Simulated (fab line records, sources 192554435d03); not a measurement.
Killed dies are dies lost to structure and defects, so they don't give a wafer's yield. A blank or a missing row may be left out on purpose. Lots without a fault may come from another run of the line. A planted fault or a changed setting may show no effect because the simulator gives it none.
Split-lot experiment | flow n5_finfet | 7 lots, 39 wafers read, on a route of 1938 steps

THE SPLIT
At N5_BEOL_M5_HM_DEP_02 (deposits TiN, target thk 20 nm), the setting target_thk_a was moved away from the recipe's 200 angstrom on 9 of the 39 wafers read, by -27.0% to +33.6%. The other wafers ran this setting at the recipe's value.

FROM THE SPLIT TO THE READING: what the file shows between them, 4 steps
- N5_BEOL_M5_COAT_59: time 60 s, resist thk 60 nm
- N5_BEOL_M5_COAT_60: time 60 s, resist thk 12 nm
- N5_BEOL_M5_STRIP_73: strips in N2/H2
- N5_BEOL_M5_STRIP_64: strips in CF4

THE READING
etch.depth_nm (the simulator's own value, which no gauge read), in nm, at N5_BEOL_M5_HM_OPEN_17 (chemistry Cl2/BCl3, target TiN, target depth 20 nm, overetch 6 nm). The file gives no usual value for it. The 30 wafers here that ran the recipe average 19.93 nm, standard deviation 0.14 nm.

wafer  | tool, chamber at the split | target_thk_a as run, angstrom | against the recipe | etch.depth_nm, nm | against lot-mates on the recipe
L074.1 | pvd_sputter-02, -          | 200                           | recipe             | 19.69             | -
L074.2 | pvd_sputter-02, -          | 231.8                         | +15.9%             | 22.85             | +3.11
L074.3 | pvd_sputter-02, -          | 231.8                         | +15.9%             | 22.93             | +3.19
L074.4 | pvd_sputter-02, -          | 200                           | recipe             | 19.87             | -
L074.5 | pvd_sputter-02, -          | 200                           | recipe             | 19.66             | -
L074.6 | pvd_sputter-02, -          | 231.8                         | +15.9%             | 23.02             | +3.28
L077.1 | pvd_sputter-02, -          | 200                           | recipe             | 19.89             | -
L077.2 | pvd_sputter-02, -          | 200                           | recipe             | 19.95             | -
L077.3 | pvd_sputter-02, -          | 200                           | recipe             | 19.87             | -
L077.4 | pvd_sputter-02, -          | 200                           | recipe             | 19.97             | -
L077.5 | pvd_sputter-02, -          | 200                           | recipe             | 19.92             | -
L077.6 | pvd_sputter-02, -          | 200                           | recipe             | 19.96             | -
L078.1 | pvd_sputter-03, -          | 200                           | recipe             | 19.9              | -
L078.2 | pvd_sputter-03, -          | 200                           | recipe             | 19.95             | -
L078.3 | pvd_sputter-03, -          | 200                           | recipe             | 20.06             | -
L078.4 | pvd_sputter-03, -          | 200                           | recipe             | 19.93             | -
L078.5 | pvd_sputter-03, -          | 200                           | recipe             | 19.91             | -
L078.6 | pvd_sputter-03, -          | 200                           | recipe             | 19.81             | -
L086.1 | pvd_sputter-01, -          | 200                           | recipe             | 20.01             | -
L086.2 | pvd_sputter-01, -          | 146                           | -27.0%             | 14.51             | -5.44
L086.3 | pvd_sputter-01, -          | 200                           | recipe             | 19.76             | -
L086.4 | pvd_sputter-01, -          | 146                           | -27.0%             | 14.7              | -5.25
L086.5 | pvd_sputter-01, -          | 200                           | recipe             | 20.07             | -
L086.6 | pvd_sputter-01, -          | 146                           | -27.0%             | 14.44             | -5.51
L088.1 | pvd_sputter-02, -          | 200                           | recipe             | 20.14             | -
L088.2 | pvd_sputter-02, -          | 200                           | recipe             | 20.16             | -
L088.3 | pvd_sputter-02, -          | 200                           | recipe             | 20.04             | -
L088.4 | pvd_sputter-02, -          | 200                           | recipe             | 20.06             | -
L088.5 | pvd_sputter-02, -          | 200                           | recipe             | 20.17             | -
L088.6 | pvd_sputter-02, -          | 200                           | recipe             | 20.15             | -
L089.2 | pvd_sputter-02, -          | 200                           | recipe             | 19.78             | -
L089.3 | pvd_sputter-02, -          | 200                           | recipe             | 19.69             | -
L089.4 | pvd_sputter-02, -          | 200                           | recipe             | 19.84             | -
L090.1 | pvd_sputter-02, -          | 200                           | recipe             | 19.96             | -
L090.2 | pvd_sputter-02, -          | 200                           | recipe             | 19.98             | -
L090.3 | pvd_sputter-02, -          | 267.2                         | +33.6%             | 25.86             | +5.92
L090.4 | pvd_sputter-02, -          | 200                           | recipe             | 19.89             | -
L090.5 | pvd_sputter-02, -          | 267.2                         | +33.6%             | 26.47             | +6.53
L090.6 | pvd_sputter-02, -          | 267.2                         | +33.6%             | 25.85             | +5.91

THE FIT
A straight line over all 39 wafers: etch.depth_nm changes by +0.189 nm for each +1% of target_thk_a; r = +1.00; the points scatter about the line by 0.18 nm.
The same after taking each lot's own level away (the mean of its wafers on the recipe; 39 wafers): +0.191 nm for each +1%; r = +1.00; scatter 0.16 nm.
On that fit, the largest move of target_thk_a shifts the reading by 6.4 nm.
The lots' own levels span 19.740 to 20.120 nm, that is 2.8 times the standard deviation above.
So the lot-to-lot level changes the slope little: the two slopes agree.
Check: with one of the wafers moved furthest among these (+33.6%) left out of the fit, the line predicts +6.49 nm for it against its lot-mates. It came out at +5.92 nm against them.

OTHER SPLITS ON THESE WAFERS
These wafers also went through other splits before the reading. Each is held against what the fit with the lots' levels taken away leaves over:
other split on the same wafers | wafers away from the commonest value | r with etch.depth_nm (lot level and that fit taken away)
N5_BEOL_M4_DESCUM_33 time_s    | 9                                    | +0.04

THE WHOLE CHAIN: every reading that the file lists as answering this split, in the file's order
step                  | what it does                                                      | reading                                                                          | change (the file's fit)               | r (the file's)
N5_BEOL_M5_HM_DEP_02  | deposits TiN, target thk 20 nm                                    | TiN_of_BEOL_M5_HM_DEP_02.thk_nm (the simulator's own value, which no gauge read) | +0.199 nm for each +1% of the setting | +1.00
N5_BEOL_M5_HM_OPEN_17 | chemistry Cl2/BCl3, target TiN, target depth 20 nm, overetch 6 nm | etch.depth_nm (the simulator's own value, which no gauge read)                   | +0.19 nm for each +1% of the setting  | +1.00

THE FILE'S OWN FIT
etch.depth_nm changes by +0.19 nm for each +1% of target_thk_a, r = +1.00.
